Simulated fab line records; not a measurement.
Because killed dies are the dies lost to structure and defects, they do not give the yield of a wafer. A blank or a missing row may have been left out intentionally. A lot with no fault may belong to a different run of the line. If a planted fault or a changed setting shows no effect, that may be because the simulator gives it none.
The same fault as seen by 2 desks + flow n5_finfet + only its own numbers are on each desk; what lay behind them is given at the end

== THE TOOL OWNER'S DESK: pecvd-03 ==
The tool's own readings at N5_FIN_SAQP_PECVD_47 (deposits a-Si from SiH4/He, target thk 45 nm, time 36.3 s): means of the sampled wafers that have a number, for each lot that ran on this tool. Any lot whose mean is over 4 standard deviations away from the usual mean is out of limits and marked OUT; that distance is given in the brackets.
Columns: A = heater_power_w at N5_FIN_SAQP_PECVD_47, usual 783 W; B = run_length_s at N5_FIN_SAQP_PECVD_47, usual 72.9 s; C = showerhead_plenum_p_Torr at N5_FIN_SAQP_PECVD_47, usual 5.67 Torr; D = showerhead_vpp_V at N5_FIN_SAQP_PECVD_47, usual 610 V; E = throttle_valve_pct at N5_FIN_SAQP_PECVD_47, usual 18.8 %
| lot  | first seen here | A   | B               | C    | D   | E    |
|------|-----------------|-----|-----------------|------|-----|------|
| L488 | day 2 10:35     | 825 | 73.3            | 5.69 | 588 | 19.0 |
| L491 | day 3 03:54     | 736 | 73.2            | 5.70 | 604 | 17.8 |
| L492 | day 3 10:48     | 763 | 73.3            | 5.67 | 601 | 18.4 |
| L499 | day 5 03:25     | 708 | 75.4            | 5.70 | 611 | 18.0 |
| L501 | day 5 16:11     | 833 | 76.1 (+5.0) OUT | 5.69 | 592 | 18.8 |
Finding of this desk: L501 out of limits; the first was L501 at day 5 16:11, on run_length_s at N5_FIN_SAQP_PECVD_47. L488, L491, L492, L499 stayed within limits.

== THE METROLOGY DESK ==
Lot by lot, what the gauges showed, no matter which tool ran the lot: averages of those sampled wafers that carry a number. Any lot whose mean is over 4 standard deviations away from the usual mean is out of limits and marked OUT; that distance is given in the brackets. Only the readings that lie furthest out on some lot appear, 7 of the 10 it has.
Columns: A = DIBL_N at N5_BEOL_M4_RC_MEAS_101, usual 36.7 mV/V; B = IOFF_P at N5_BEOL_M4_RC_MEAS_101, usual 0.23 nA/um; C = ION_N at N5_BEOL_M4_RC_MEAS_101, usual 683 uA/um; D = ION_P at N5_BEOL_M4_RC_MEAS_101, usual 467 uA/um; E = SS_N at N5_BEOL_M4_RC_MEAS_101, usual 71.7 mV/dec; F = VT_N at N5_BEOL_M4_RC_MEAS_101, usual 249 mV; G = VT_P at N5_BEOL_M4_RC_MEAS_101, usual -250 mV
| lot  | first seen here | A    | B    | C   | D   | E    | F   | G    |
|------|-----------------|------|------|-----|-----|------|-----|------|
| L488 | day 8 05:15     | 39.1 | 0.23 | 685 | 465 | 72.1 | 249 | -251 |
| L491 | day 9 03:58     | 37.2 | 0.25 | 681 | 473 | 71.9 | 251 | -250 |
| L492 | day 9 09:02     | 36.6 | 0.25 | 680 | 470 | 71.7 | 248 | -247 |
| L499 | day 11 04:23    | 39.0 | 0.29 | 680 | 468 | 72.2 | 246 | -244 |
| L501 | day 11 11:28    | 35.2 | 0.20 | 671 | 460 | 71.8 | 252 | -250 |
| L503 | day 11 20:03    | 33.8 | 0.19 | 662 | 461 | 70.8 | 256 | -251 |
| L506 | day 12 21:37    | 36.0 | 0.19 | 666 | 452 | 71.7 | 249 | -254 |
| L509 | day 13 12:54    | 37.3 | 0.22 | 689 | 465 | 71.9 | 246 | -251 |
| L508 | day 13 16:04    | 35.1 | 0.16 | 674 | 462 | 71.0 | 253 | -257 |
This desk's finding: nothing out of limits on any of the 9 lots.

== ALL TOGETHER ==
The tool owner's desk could have raised an alarm at day 5 16:11, on L501.
At the metrology desk, nothing out of limits was observed.
The metrology desk has L501 on record, within its limits.
The lots listed all ran N5_FIN_SAQP_PECVD_47 on pecvd-03.

== WHAT THE SIMULATOR HAD PUT IN ==
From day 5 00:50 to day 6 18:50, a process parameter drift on pecvd-03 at N5_FIN_SAQP_PECVD_47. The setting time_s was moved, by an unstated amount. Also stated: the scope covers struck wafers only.
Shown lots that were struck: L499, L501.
Time in hours from fault onset to the first out-of-limits reading at each desk: the tool owner's desk, 15.
